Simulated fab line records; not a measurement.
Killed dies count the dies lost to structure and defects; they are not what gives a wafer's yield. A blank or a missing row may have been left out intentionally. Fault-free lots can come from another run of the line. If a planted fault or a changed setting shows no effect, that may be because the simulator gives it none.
Split-lot experiment | flow n5_finfet | 7 lots, 39 wafers read, on a route of 1938 steps

== THE SPLIT ==
At N5_BEOL_M9_DESCUM_16 (chemistry O2, time 7.9 s), the setting time_s was moved away from the recipe's 7.9 s on 18 of the 39 wafers read, by -28.7% to +42.7%. This setting was run at the recipe's value on the other wafers.

The file shows no step between the split and the reading.

== THE READING ==
CAR-ArF_of_BEOL_M9_COAT_05.thk_nm (the simulator's own value, which no gauge read), in nm, at N5_BEOL_M9_ETCH_61 (etches SiARC in CF4, target depth 39 nm, time 65 s). There is no usual value for it anywhere in the file. The 21 wafers here that ran the recipe average 55.8 nm, standard deviation 0.37 nm.

wafer  | tool, chamber at the split | time_s as run, s | against the recipe | CAR-ArF_of_BEOL_M9_COAT_05.thk_nm, nm | against lot-mates on the recipe
L075.3 | rie_diel-01, 0             | 7.9              | recipe             | 55.6                                  | -
L075.4 | rie_diel-01, 2             | 7.9              | recipe             | 55.2                                  | -
L075.5 | rie_diel-01, 1             | 7.9              | recipe             | 55.4                                  | -
L077.1 | rie_diel-01, 0,2           | 7.9              | recipe             | 55.8                                  | -
L077.2 | rie_diel-01, 1             | 11.27            | +42.7%             | 53.8                                  | -2.1
L077.3 | rie_diel-01, 3             | 7.9              | recipe             | 56                                    | -
L077.4 | rie_diel-01, 0,2           | 7.9              | recipe             | 56                                    | -
L077.5 | rie_diel-01, 1             | 11.27            | +42.7%             | 53.4                                  | -2.5
L077.6 | rie_diel-01, 2             | 11.27            | +42.7%             | 54                                    | -1.9
L081.1 | rie_diel-03, 3             | 7.9              | recipe             | 56.2                                  | -
L081.2 | rie_diel-03, 2             | 9.429            | +19.4%             | 55                                    | -0.9
L081.5 | rie_diel-03, 0,1           | 9.429            | +19.4%             | 55                                    | -0.9
L081.3 | rie_diel-03, 1,0           | 7.9              | recipe             | 55.8                                  | -
L081.4 | rie_diel-03, 1,0           | 7.9              | recipe             | 55.6                                  | -
L081.6 | rie_diel-03, 0,1           | 9.429            | +19.4%             | 54.8                                  | -1.1
L090.1 | rie_diel-02, 3             | 10.13            | +28.2%             | 54.8                                  | -1.6
L090.2 | rie_diel-02, 0             | 10.13            | +28.2%             | 54.4                                  | -2.0
L090.3 | rie_diel-02, 2,3           | 7.9              | recipe             | 56.4                                  | -
L090.4 | rie_diel-02, 2,3           | 7.9              | recipe             | 56.2                                  | -
L090.5 | rie_diel-02, 2             | 7.9              | recipe             | 56.6                                  | -
L090.6 | rie_diel-02, 0             | 10.13            | +28.2%             | 55                                    | -1.4
L091.1 | rie_diel-02, 3             | 7.9              | recipe             | 55.8                                  | -
L091.2 | rie_diel-02, 2             | 9.947            | +25.9%             | 54.6                                  | -0.9
L091.3 | rie_diel-02, 0             | 9.947            | +25.9%             | 54.2                                  | -1.3
L091.4 | rie_diel-02, 3             | 9.947            | +25.9%             | 54.2                                  | -1.3
L091.5 | rie_diel-02, 0,2           | 7.9              | recipe             | 55.4                                  | -
L091.6 | rie_diel-02, 0,2           | 7.9              | recipe             | 55.4                                  | -
L092.1 | rie_diel-03, 1,2,2         | 7.9              | recipe             | 55.6                                  | -
L092.2 | rie_diel-03, 3             | 5.636            | -28.7%             | 56.4                                  | +0.9
L092.3 | rie_diel-03, 0,3           | 5.636            | -28.7%             | 57                                    | +1.5
L092.4 | rie_diel-03, 1,2,2         | 7.9              | recipe             | 55.4                                  | -
L092.6 | rie_diel-03, 1,2,2         | 7.9              | recipe             | 55.4                                  | -
L092.5 | rie_diel-03, 0,3           | 5.636            | -28.7%             | 56.8                                  | +1.3
L097.1 | rie_diel-01, 1             | 5.747            | -27.3%             | 56.6                                  | +0.7
L097.2 | rie_diel-01, 3,0           | 7.9              | recipe             | 55.8                                  | -
L097.5 | rie_diel-01, 3,0           | 7.9              | recipe             | 55.8                                  | -
L097.3 | rie_diel-01, 2,0           | 5.747            | -27.3%             | 57.2                                  | +1.3
L097.4 | rie_diel-01, 2,0           | 5.747            | -27.3%             | 57.2                                  | +1.3
L097.6 | rie_diel-01, 1             | 7.9              | recipe             | 56.2                                  | -
The file does not say which wafer passed through which chamber wherever a row lists several chambers: such a row stands for several wafers.

FIT RESULTS
A straight line over all 39 wafers: CAR-ArF_of_BEOL_M9_COAT_05.thk_nm changes by -0.0438 nm for each +1% of time_s; r = -0.93; the points scatter about the line by 0.35 nm.
The same after taking each lot's own level away (the mean of its wafers on the recipe; 39 wafers): -0.0482 nm for each +1%; r = -0.97; scatter 0.23 nm.
That fit puts the effect of the largest move of time_s on the reading at 2.1 nm.
Measured against the standard deviation above, the lots' own levels, which go from 55.40 to 56.40 nm, span 2.7 times it.
The two slopes agree, so the slope changes little with the lot-to-lot level.
Check: -2.11 nm against its lot-mates is what the line predicts for one of the wafers moved furthest among these (+42.7%) when that wafer is left out of the fit. Against them it came out at -2.13 nm.

== THE OTHER SPLITS THESE WAFERS WENT THROUGH ==
Note: prior to the reading, these wafers also went through further splits. Each is held against what the fit with the lots' levels taken away leaves over:
other split on the same wafers     | wafers away from the commonest value | r with CAR-ArF_of_BEOL_M9_COAT_05.thk_nm (lot level and that fit taken away)
N5_BEOL_M4_TRENCH_ETCH_37 time_s   | 15                                   | -0.12
N5_BEOL_M6_ILD_DEP_00 target_thk_a | 12                                   | -0.14

== THE WHOLE CHAIN: every reading that the file lists as answering this split, in the file's order ==
step                 | what it does                                       | reading                                                                            | change (the file's fit)                | r (the file's)
N5_BEOL_M9_DESCUM_16 | chemistry O2, time 7.9 s                           | CAR-ArF_of_BEOL_M9_COAT_05.thk_nm (the simulator's own value, which no gauge read) | -0.0483 nm for each +1% of the setting | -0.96
N5_BEOL_M9_ETCH_61   | etches SiARC in CF4, target depth 39 nm, time 65 s | CAR-ArF_of_BEOL_M9_COAT_05.thk_nm (the simulator's own value, which no gauge read) | -0.0489 nm for each +1% of the setting | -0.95

== FILE'S OWN FIT ==
CAR-ArF_of_BEOL_M9_COAT_05.thk_nm changes by -0.0489 nm for each +1% of time_s, r = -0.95.
